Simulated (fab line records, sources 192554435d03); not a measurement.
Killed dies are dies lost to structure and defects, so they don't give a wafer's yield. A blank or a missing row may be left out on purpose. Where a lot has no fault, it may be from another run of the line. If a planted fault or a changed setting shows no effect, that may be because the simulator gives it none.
Chamber matching	flow n5Finfet	rieDiel-01 running N5_BEOL_M12_DESCUM_33: 4 sister chambers
The step chemistry O2, time 7.9 s. 16 wafers are shown with their chamber, then 8 later ones without.

EACH WAFER AND ITS CHAMBER
wafer	chamber	showerheadPlenumPTorr (Torr)	drypumpMotorCurrentA (A)	rfVppV (V)
L076.2	3	2.04	5.7	241.4
L076.3	1	2.14	5.9	243.5
L076.5	2	2.22	6.1	245.5
L077.4	3	2.04	5.7	242.0
L077.5	1	2.14	5.9	245.4
L077.6	2	2.22	6.0	243.8
L080.2	0	2.20	5.3	246.1
L080.3	3	2.03	5.7	243.0
L080.6	0	2.20	5.2	242.5
L082.2	3	2.03	5.7	241.2
L082.4	0	2.20	5.3	245.3
L082.5	1	2.14	5.9	243.9
L088.2	1	2.13	5.9	243.9
L088.3	2	2.21	6.1	243.4
L088.5	1	2.13	5.9	242.2
L090.2	2	2.21	6.1	244.7

SIGNATURES (averages over the wafers above)
reading	chamber 0	chamber 1	chamber 2	chamber 3	scatter within a chamber
showerheadPlenumPTorr	2.2000	2.1360	2.2150	2.0350	0.00516
drypumpMotorCurrentA	5.267	5.900	6.075	5.700	0.0344
rfVppV	244.633	243.780	244.350	241.900	1.19
Rule: a wafer lies at a distance from a chamber equal to the root of the sum of squares, over the readings, of (its reading less the chamber's mean, divided by the reading's scatter). If the next closest chamber is less than 2 further off than the closest, the wafer can't be placed; otherwise it belongs to the closest. The scatter: take each reading less its chamber's mean, square it, sum over the shown wafers, divide by the number of wafers less the number of chambers, and take the root.

WAFERS MISSING THEIR CHAMBER
wafer	showerheadPlenumPTorr (Torr)	drypumpMotorCurrentA (A)	rfVppV (V)
L090.3	2.19	5.2	243.1
L090.4	2.03	5.7	241.3
L097.1	2.18	5.3	244.1
L097.3	2.02	5.7	242.5
L097.6	2.20	6.1	245.4
L096.4	2.18	5.3	243.7
L096.5	2.18	5.2	244.6
L096.6	2.02	5.7	242.8

WHICH CHAMBER EACH WENT THROUGH
wafer	from the rows above	in truth
L090.3	0	0
L090.4	3	3
L097.1	0	0
L097.3	3	3
L097.6	2	2
L096.4	0	0
L096.5	0	0
L096.6	3	3
Correctly placed: 8 of 8. Can't be placed from these rows: 0. Wrongly placed: 0.
